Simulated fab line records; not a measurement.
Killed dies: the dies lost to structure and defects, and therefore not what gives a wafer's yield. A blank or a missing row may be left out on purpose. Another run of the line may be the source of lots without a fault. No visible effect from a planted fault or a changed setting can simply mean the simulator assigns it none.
fab line records	flow nand_harc
record: lots: 5	wafers: 15	last_day: 24
route steps=1159 shown A_CONTACT@847 END@1159
lots that met no fault: from a run of the same line without faults
start_h: start of the lot's first displayed wafer, in hours after the record's first day	wait_h: hours since the lot's step before	" same as the row above	L1.1+2: one row covering several wafers at once	- either no value or no given start	* or withheld: withheld	< > ~ a bound
route shown NAME@n: a module of which the file shows steps, and the number in the route of the first	usual: mean/standard deviation of fault-free wafers	same: alike in all rows	chamber/n: place in a boat	sites: readings site by site	_std_site: standard deviation across them	_edge_site: the outer-site mean with the inner-site mean subtracted	radius_mm: how far each site lies from the wafer's centre	mask NAME#n: copy n	behind: the last tool/chamber to shape the wafer	hold: why the lot went on hold/how many hours it stayed there/how the hold came to an end	device: names the non-switching transistor (n, p or np)	end of line: the route-end tests of the same wafers	a step without rows: its recipe alone	killed: at the first sort, the dies lost to defects and structure; wafer yield is something else	map: shows each die of a wafer: x if killed, . if not, _ if none is there
set.NAME: the setting the step ran with; set.NAME@STEP: the setting that earlier step ran with	model.NAME: the simulator's own value behind a step, which no gauge read
lots seen at some steps along the route; tables by step, rows by wafer
services: the hour from which a tool's chamber was out of use, counted from the record's first day as start_h (under 0 if before that day), plus the number of hours and why
== steps ==
step: NHARC_A_CONTACT_COAT_35
recipe: temp_c: 225	time_s: 65
step: NHARC_A_CONTACT_COAT_36
recipe: spin_rpm: 1500	resist_thk_nm: 90
step: NHARC_A_CONTACT_SOFTBAKE_37
recipe: temp_c: 105	time_s: 55
step: NHARC_A_CONTACT_EBR_38
step: NHARC_A_CONTACT_EXPOSE_39
recipe: na: 1.35	sigma_outer: 0.8	dose_mj: 58.79	mask_id: A_CC_3
step: NHARC_A_CONTACT_PEB_40
recipe: peb_temp_c: 100	peb_time_s: 65
step: NHARC_A_CONTACT_DEVELOP_41
recipe: develop_time_s: 35	dev_temp_c: 23
step: NHARC_A_CONTACT_CD_MEAS_42
recipe: target_cd_nm: 200	landing_energy_ev: 500
usual: cd_nm: 199.9/0.46
lot.wafer	tool	chamber	start_h	wait_h	cd_nm
L962.1	cd_sem-01	0	383.80	-	199.9
L962.3	"	0	"	"	200.2
L962.6	"	0	"	"	200.0
L966.3	cd_sem-01	0	384.34	-	200.6
L966.4	"	0	"	"	199.9
L966.5	"	0	"	"	199.8
L974.2	cd_sem-02	0	456.66	-	200.5
L974.3	"	0	"	"	200.1
L974.5	"	0	"	"	200.0
L976.1	cd_sem-03	0	467.91	-	199.7
L976.3	"	0	"	"	199.7
L976.6	"	0	"	"	199.2
L979.3	cd_sem-02	0	487.29	-	199.9
L979.4	"	0	"	"	199.5
L979.6	"	0	"	"	199.7
step: NHARC_A_CONTACT_OVL_MEAS_43
usual: overlay_x_nm: 0.0/0.81	overlay_y_nm: -0.2/0.83
lot.wafer	tool	chamber	start_h	wait_h	overlay_x_nm	overlay_y_nm
L962.1	overlay-01	-	383.90	-	0.1	0.0
L962.3	"	-	"	"	0.2	0.2
L962.6	"	-	"	"	0.1	0.3
L966.3	overlay-01	-	384.42	-	-0.5	0.1
L966.4	"	-	"	"	-1.1	0.1
L966.5	"	-	"	"	-0.9	0.3
L974.2	overlay-02	-	456.75	-	-0.8	-0.5
L974.3	"	-	"	"	-0.8	-0.8
L974.5	"	-	"	"	-0.8	-0.1
L976.1	overlay-01	-	468.00	-	0.6	0.9
L976.3	"	-	"	"	0.9	0.8
L976.6	"	-	"	"	0.3	1.0
L979.3	overlay-01	-	487.38	-	-0.7	-1.2
L979.4	"	-	"	"	-0.5	-1.2
L979.6	"	-	"	"	-0.7	-1.4
step: NHARC_A_CONTACT_INSPECT_44
usual: raw_defect_count: 27/13
lot.wafer	tool	chamber	start_h	wait_h	raw_defect_count
L962.1	defect_inspect-02	-	383.94	0.0	29
L962.3	"	-	"	"	35
L962.6	"	-	"	"	28
L966.3	defect_inspect-02	-	384.46	0.0	26
L966.4	"	-	"	"	31
L966.5	"	-	"	"	29
L974.2	defect_inspect-02	-	456.79	0.0	36
L974.3	"	-	"	"	23
L974.5	"	-	"	"	30
L976.1	defect_inspect-02	-	468.05	0.1	51
L976.3	"	-	"	"	53
L976.6	"	-	"	"	72
L979.3	defect_inspect-01	-	487.41	0.0	42
L979.4	"	-	"	"	39
L979.6	"	-	"	"	31
step: NHARC_A_CONTACT_DESCUM_47
recipe: time_s: 3	o2_flow_sccm: 200	ar_flow_sccm: 0	bias_power_w: 0	chemistry: O2
usual: drypump_motor_current_A: 5.8/0.49	oes_product_au: 1.001/0.0082	rf_vpp_V: 57.9/0.99	showerhead_plenum_p_Torr: 1.93/0.078	throttle_valve_pct: 11.311/0.0087
lot.wafer	tool	chamber	start_h	wait_h	drypump_motor_current_A	oes_product_au	rf_hours_counter_h	rf_vpp_V	showerhead_plenum_p_Torr	throttle_valve_pct
L962.1	rie_diel-07	2	384.01	0.1	6.8	1.015	28	57.5	2.00	11.309
L962.3	"	1	"	"	6.1	1.003	30	57.6	1.97	11.316
L962.6	"	2	"	"	6.8	1.015	-	57.1	2.00	11.318
L966.4	rie_diel-11	3	384.55	0.1	5.4	0.998	1	59.4	1.99	11.309
L966.3	"	1	"	"	5.6	0.994	2	57.2	1.79	11.311
L966.5	"	0	"	"	6.1	1.010	-	57.3	1.81	11.302
L974.2	rie_diel-07	2	456.85	0.1	6.8	1.001	9	59.1	1.99	11.301
L974.3	"	0	"	"	6.0	0.991	7	57.9	1.89	11.307
L974.5	"	0	"	"	6.0	0.992	-	57.4	1.89	11.312
L976.3	rie_diel-11	3	468.12	0.1	5.4	1.008	32	58.2	1.98	11.311
L976.1	"	0	"	"	6.1	1.017	30	58.3	1.80	11.310
L976.6	"	3	"	"	5.4	1.008	-	59.0	1.98	11.315
L979.3	rie_diel-11	2	487.48	0.1	5.9	1.005	41	58.4	1.80	11.309
L979.4	"	0	"	"	6.1	1.021	38	57.8	1.80	11.304
L979.6	"	2	"	"	5.9	0.996	-	55.8	1.80	11.301
step: NHARC_A_CONTACT_ETCH_48
recipe: target_depth_a: 390	over_etch_frac: 0.3	time_s: 65	ion_energy_ev: 80	cf4_flow_sccm: 150	ar_flow_sccm: 0	rf_w: 300	bias_w: 100	chemistry: CF4
usual: bias_w: 100.01/0.27	drypump_motor_current_A: 5.8/0.48	oes_product_au: 1.002/0.0084	over_etch_frac: 0.3/0	rf_fwd_power_W: 297.6/1.2	rf_vpp_V: 151.3/1.3	showerhead_plenum_p_Torr: 1.78/0.067	throttle_valve_pct: 13.283/0.0089
lot.wafer	tool	chamber	start_h	wait_h	bias_w	drypump_motor_current_A	oes_product_au	over_etch_frac	rf_fwd_power_W	rf_hours_counter_h	rf_vpp_V	showerhead_plenum_p_Torr	throttle_valve_pct
L962.3	rie_diel-07	2	384.10	0.1	99.83	6.8	1.017	0.3	297.5	28	153.6	1.84	13.278
L962.1	"	3	"	"	99.92	5.0	1.002	0.3	297.5	27	153.2	1.88	13.273
L962.6	"	1	"	"	99.94	6.1	0.995	0.3	298.7	-	152.5	1.82	13.302
L966.3	rie_diel-11	1	384.65	0.1	99.92	5.6	0.998	0.3	296.4	2	149.9	1.66	13.294
L966.4	"	0	"	"	100.42	6.1	1.003	0.3	297.9	2	151.1	1.68	13.281
L966.5	"	2	"	"	100.73	6.0	0.996	0.3	298.1	-	151.3	1.68	13.279
L974.3	rie_diel-07	0	456.95	0.1	99.92	6.0	1.015	0.3	298.7	7	149.5	1.75	13.291
L974.2	"	2	"	"	99.92	6.8	1.001	0.3	298.1	9	151.6	1.84	13.290
L974.5	"	0	"	"	100.17	6.0	1.017	0.3	298.0	-	149.5	1.75	13.275
L976.3	rie_diel-11	3	468.20	0.1	99.57	5.4	0.996	0.3	296.5	32	150.3	1.82	13.292
L976.1	"	2	"	"	100.00	6.0	0.993	0.3	298.5	33	150.6	1.67	13.299
L976.6	"	3	"	"	99.63	5.4	1.003	0.3	296.5	-	153.0	1.82	13.285
L979.3	rie_diel-11	2	487.57	0.1	99.67	6.0	1.000	0.3	297.9	41	150.4	1.67	13.291
L979.4	"	3	"	"	99.91	5.4	1.001	0.3	296.8	40	151.3	1.82	13.268
L979.6	"	1	"	"	100.01	5.6	0.989	0.3	297.7	-	149.9	1.65	13.272
step: NHARC_A_CONTACT_ETCH_49
recipe: target_depth_a: 2600	over_etch_frac: 0.3	time_s: 475.3	ion_energy_ev: 200	n2_flow_sccm: 150	h2_flow_sccm: 150	ar_flow_sccm: 0	rf_w: 400	bias_w: 150	chemistry: N2/H2
usual: bias_w: 150.0/0.43	drypump_motor_current_A: 5.8/0.51	oes_product_au: 1.002/0.009	over_etch_frac: 0.3/0	rf_fwd_power_W: 399.3/1.3	rf_vpp_V: 431.1/2.4	showerhead_plenum_p_Torr: 2.06/0.084	throttle_valve_pct: 14.171/0.0086
lot.wafer	tool	chamber	start_h	wait_h	bias_w	drypump_motor_current_A	oes_product_au	over_etch_frac	rf_fwd_power_W	rf_hours_counter_h	rf_vpp_V	showerhead_plenum_p_Torr	throttle_valve_pct
L962.3	rie_diel-07	3	384.22	-	150.1	5.0	1.002	0.3	399.4	27	434.6	2.18	14.166
L962.1	"	0	"	"	150.0	6.0	0.989	0.3	399.4	30	429.5	2.02	14.170
L962.6	"	2	"	"	150.1	6.8	1.022	0.3	399.1	-	433.7	2.13	14.179
L966.4	rie_diel-11	1	384.88	-	150.0	5.7	0.993	0.3	399.3	2	427.0	1.90	14.162
L966.3	"	2	"	"	150.7	6.0	0.993	0.3	400.2	2	427.3	1.93	14.176
L966.5	"	2	"	"	150.3	6.0	0.994	0.3	399.8	-	427.6	1.93	14.159
L974.2	rie_diel-07	0	457.05	-	150.0	6.0	0.999	0.3	399.8	7	430.4	2.01	14.161
L974.3	"	1	"	"	150.2	6.1	0.993	0.27347	400.8	8	433.1	2.10	14.191
L974.5	"	1	"	"	149.3	6.1	0.978	0.27347	399.4	-	432.4	2.10	14.164
L976.1	rie_diel-11	2	468.32	-	150.2	6.0	1.001	0.3	399.7	33	427.6	1.92	14.167
L976.3	"	3	"	"	149.4	5.4	0.995	0.3	398.5	32	430.1	2.11	14.183
L976.6	"	1	"	"	149.8	5.6	1.004	0.3	397.9	-	425.3	1.89	14.156
L979.3	rie_diel-11	0	487.72	-	150.1	6.1	1.015	0.3	398.9	38	427.6	1.92	14.171
L979.4	"	1	"	"	149.3	5.6	0.991	0.3	400.4	37	426.0	1.89	14.162
L979.6	"	3	"	"	149.6	5.4	1.003	0.3	398.2	-	432.8	2.10	14.167
step: NHARC_A_CONTACT_ETCH_50
recipe: target_depth_a: 847	time_s: 42.4	cf4_flow_sccm: 100	chf3_flow_sccm: 30	ar_flow_sccm: 0	rf_w: 500	bias_w: 200	chemistry: CF4/CHF3
usual: bias_w: 200.0/0.57	drypump_motor_current_A: 5.8/0.47	oes_product_au: 0.948/0.02	rf_fwd_power_W: 494.1/2.2	rf_vpp_V: 371.0/1.9	showerhead_plenum_p_Torr: 1.59/0.056	throttle_valve_pct: 16.803/0.0098
lot.wafer	tool	chamber	start_h	wait_h	bias_w	drypump_motor_current_A	oes_product_au	rf_fwd_power_W	rf_hours_counter_h	rf_vpp_V	showerhead_plenum_p_Torr	throttle_valve_pct
L962.1	rie_diel-07	2	-	-	200.6	6.7	0.949	495.0	28	373.7	1.64	16.792
L962.3	"	3	"	"	199.7	5.0	0.933	499.2	28	372.6	1.67	16.789
L962.6	"	0	"	"	199.4	6.0	0.914	495.5	-	369.7	1.56	16.811
L966.4	rie_diel-11	0	-	-	199.5	6.1	0.953	493.9	2	368.6	1.50	16.802
L966.3	"	1	"	"	200.6	5.6	0.953	492.9	3	368.3	1.47	16.812
L966.5	"	2	"	"	200.0	5.9	0.958	497.6	-	367.9	1.49	16.809
L974.2	rie_diel-07	2	-	-	200.0	6.8	0.974	492.9	9	374.1	1.63	16.795
L974.3	"	0	"	"	200.4	6.0	0.968	495.8	7	368.6	1.56	16.784
L974.5	"	1	"	"	199.7	6.1	0.963	492.7	-	370.7	1.61	16.808
L976.1	rie_diel-11	0	-	-	200.0	6.1	0.926	494.7	31	367.8	1.49	16.783
L976.3	"	3	"	"	199.9	5.4	0.925	492.0	32	372.2	1.62	16.810
L976.6	"	0	"	"	200.6	6.1	0.933	497.1	-	368.2	1.49	16.801
L979.3	rie_diel-11	3	-	-	200.0	5.4	0.917	491.6	40	373.7	1.62	16.807
L979.4	"	1	"	"	200.1	5.6	0.918	493.0	37	367.6	1.47	16.814
L979.6	"	2	"	"	199.5	5.9	0.929	493.8	-	367.7	1.48	16.819
step: NHARC_END_SORT_01
recipe: temp_c: 25
usual: killed_at_array: 29/11	killed_at_other: 0.7/1.1	killed_at_periphery: 3.1/2	killed_dies: 33/11	killed_open: 3.5/1.8	killed_short: 2.0/1.4
same: gross_dies: 677
lot.wafer	tool	chamber	start_h	wait_h	killed_at_array	killed_at_other	killed_at_periphery	killed_dies	killed_open	killed_short
L979.3	prober-02	0	570.92	3.1	29	1	6	36	2	2
L979.4	prober-02	0	571.72	3.4	36	0	3	39	3	1
L979.6	prober-02	0	573.33	4.0	33	0	4	37	3	3
killed by level:class
L979.3 A_SLIT:chamber_film_flake=16 A_CHANNEL_HOLE_D1:chamber_film_flake=6 P_STI:chamber_film_flake=2 A_ZERO_WELL:chamber_film_flake=2 A_CONTACT:chamber_film_flake=2 P_GATE:geometric_particle:open=1 P_M1:geometric_particle:short=1 A_SGD_CUT:geometric_particle:short=1
L979.4 A_SLIT:chamber_film_flake=21 A_CHANNEL_HOLE_D1:chamber_film_flake=7 P_M1:chamber_film_flake=2 A_STAIRCASE:chamber_film_flake=2 P_GATE:geometric_particle:open=1 A_ONON_D1:geometric_particle:open=1 A_WL_FILL:geometric_particle:short=1 A_M0:geometric_particle:open=1
L979.6 A_SLIT:chamber_film_flake=15 A_CHANNEL_HOLE_D1:chamber_film_flake=6 A_CONTACT:chamber_film_flake=5 A_WL_FILL:chamber_film_flake=3 P_GATE:geometric_particle:open=1 P_CONTACT:geometric_particle:short=1 P_M0:geometric_particle:short=1 A_ONON_D1:geometric_particle:open=1
== services ==
tool	chamber	start_h	hours	kind
rie_diel-11	-	367.18	9.0	pm
rie_diel-11	0	367.18	9.0	vent_cycle
rie_diel-11	1	367.18	9.0	vent_cycle
rie_diel-11	2	367.18	9.0	vent_cycle
rie_diel-11	3	367.18	9.0	vent_cycle
rie_diel-11	0	376.18	-	clean
rie_diel-11	1	376.18	-	clean
rie_diel-11	2	376.18	-	clean
rie_diel-11	3	376.18	-	clean
rie_diel-11	0	400.68	-	clean
rie_diel-11	1	400.68	-	clean
rie_diel-11	2	400.68	-	clean
rie_diel-11	3	400.68	-	clean
rie_diel-07	-	405.62	9.0	pm
rie_diel-11	0	425.18	-	clean
rie_diel-11	1	425.18	-	clean
rie_diel-11	2	425.18	-	clean
rie_diel-11	3	425.18	-	clean
rie_diel-11	1	427.98	3.9	repair
rie_diel-07	3	440.93	18.8	repair
rie_diel-11	0	449.71	-	clean
rie_diel-11	1	449.71	-	clean
rie_diel-11	0	458.10	3.9	repair
rie_diel-11	-	479.81	0.3	repair
== key ==
first_sign: step: NHARC_A_CONTACT_ETCH_49	reading: over_etch_frac	direction: down	sigmas: 99+	usual: 0.3	struck: 0.27347
effect none on later readings
met_at NHARC_A_CONTACT_ETCH_49
struck_wafers L974.3,L974.5
tester_left_out L974
fault: kind: process_parameter_drift	tool: rie_diel-07	chamber: 1	onset_h: 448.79	steps: NHARC_A_CONTACT_ETCH_49	channel: over_etch_frac	offset: -0.026534	shape: step	end_h: 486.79	acts_in: these_recipes_only	stated: 0.3
tester_left_out: of these lots the tester's yield and bins aren't shown, on N5 and GAA mostly nor the transistor test; their killed dies are dies lost to structure and defects alone, not to doping, threshold or leakage, so they don't give the yield
